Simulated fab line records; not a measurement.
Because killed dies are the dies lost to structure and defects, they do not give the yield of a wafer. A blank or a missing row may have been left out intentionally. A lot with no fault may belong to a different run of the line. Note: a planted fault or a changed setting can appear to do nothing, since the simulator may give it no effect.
Split-lot experiment -- flow n5Finfet -- 7 lots, 21 wafers read, on a route of 1938 steps

ON THE SPLIT
At N5_BEOL_M8_PECVD_70 (deposits SiO2 from TEOS/O2, target thk 20 nm, time 22.7 s), the setting timeS was moved away from the recipe's 22.7 s on 9 of the 21 wafers read, by -9.5% to +13.7%. This setting was run at the recipe's value on the other wafers.

FROM THE SPLIT TO THE READING: what the file shows between them, 2 steps
- N5_BEOL_M8_DEVELOP_10: develop time 30 s (also split here: developTimeS)
- N5_BEOL_M8_STRIP_80: strips in N2/H2, time 10 s

THE READING
SiO2_of_BEOL_M8_PECVD_70.thkNm (the simulator's own value, which no gauge read), in nm, at N5_BEOL_M8_HM_STRIP_39 (strips TiN in peroxide tin strip, target depth 25 nm, time 158 s). The file does not state a usual value for it. Here, 12 wafers ran the recipe; their average is 19.8 nm with a standard deviation of 0.31 nm.

wafer,"tool, chamber at the split","timeS as run, s",against the recipe,"SiO2_of_BEOL_M8_PECVD_70.thkNm, nm",against lot-mates on the recipe
L074.1,"pecvd-03, 1",24.1,+6.2%,20.8,+1.0
L074.4,"pecvd-03, 0",24.1,+6.2%,21.6,+1.8
L074.5,"pecvd-03, 1",22.7,recipe,19.8,-
L080.2,"pecvd-03, 1",23.78,+4.8%,21,+1.0
L080.4,"pecvd-03, 0",22.7,recipe,20,-
L080.5,"pecvd-03, 2",23.78,+4.8%,21.4,+1.4
L081.2,"pecvd-03, 0",22.7,recipe,19.8,-
L081.5,"pecvd-03, 1",22.7,recipe,20,-
L081.6,"pecvd-03, 2",22.7,recipe,20.2,-
L085.3,"pecvd-03, 1",22.7,recipe,19.8,-
L085.4,"pecvd-03, 0",25.82,+13.7%,23,+3.0
L085.6,"pecvd-03, 1",22.7,recipe,20.2,-
L087.1,"pecvd-04, 2",22.7,recipe,19.6,-
L087.4,"pecvd-04, 2",22.7,recipe,19.6,-
L087.2,"pecvd-04, 0",22.7,recipe,19.2,-
L091.1,"pecvd-02, 0",20.55,-9.5%,18,-1.8
L091.2,"pecvd-02, 1",22.7,recipe,19.8,-
L091.6,"pecvd-02, 0",20.55,-9.5%,18.4,-1.4
L095.2,"pecvd-02, 1",23.67,+4.3%,19.8,+0.6
L095.3,"pecvd-02, 0",22.7,recipe,19.2,-
L095.6,"pecvd-02, 2",23.67,+4.3%,20.8,+1.6

FIT RESULTS
A straight line over all 21 wafers: SiO2_of_BEOL_M8_PECVD_70.thkNm changes by +0.205 nm for each +1% of timeS; r = +0.93; the points scatter about the line by 0.41 nm.
The same after taking each lot's own level away (the mean of its wafers on the recipe; 21 wafers): +0.204 nm for each +1%; r = +0.96; scatter 0.29 nm.
That fit puts the effect of the largest move of timeS on the reading at 2.8 nm.
From 19.20 to 20.00 nm: that is the span of the lots' own levels, equal to 2.5 times the standard deviation above.
So the lot-to-lot level changes the slope little: the two slopes agree.
Check: for one of the wafers moved furthest among these (+13.7%), held out of the fit, the line's prediction against its lot-mates is +2.84 nm. Against them it came out at +3 nm.

THESE WAFERS: OTHER SPLITS
Note: prior to the reading, these wafers also went through further splits. Each is held against what the fit with the lots' levels taken away leaves over:
other split on the same wafers,wafers away from the commonest value,r with SiO2_of_BEOL_M8_PECVD_70.thkNm (lot level and that fit taken away)
N5_BEOL_M7_HM_DEP_02 targetThkA,4,-0.18
N5_BEOL_M8_DEVELOP_10 developTimeS,5,-0.01

THE WHOLE CHAIN: every reading that the file lists as answering this split, in the file's order
step,what it does,reading,change (the file's fit),r (the file's)
N5_BEOL_M8_PECVD_70,"deposits SiO2 from TEOS/O2, target thk 20 nm, time 22.7 s","SiO2_of_BEOL_M8_PECVD_70.thkNm (the simulator's own value, which no gauge read)",+0.224 nm for each +1% of the setting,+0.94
N5_BEOL_M8_HM_STRIP_39,"strips TiN in peroxide tin strip, target depth 25 nm, time 158 s","SiO2_of_BEOL_M8_PECVD_70.thkNm (the simulator's own value, which no gauge read)",+0.211 nm for each +1% of the setting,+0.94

FILE'S OWN FIT
SiO2_of_BEOL_M8_PECVD_70.thkNm changes by +0.211 nm for each +1% of timeS, r = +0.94.
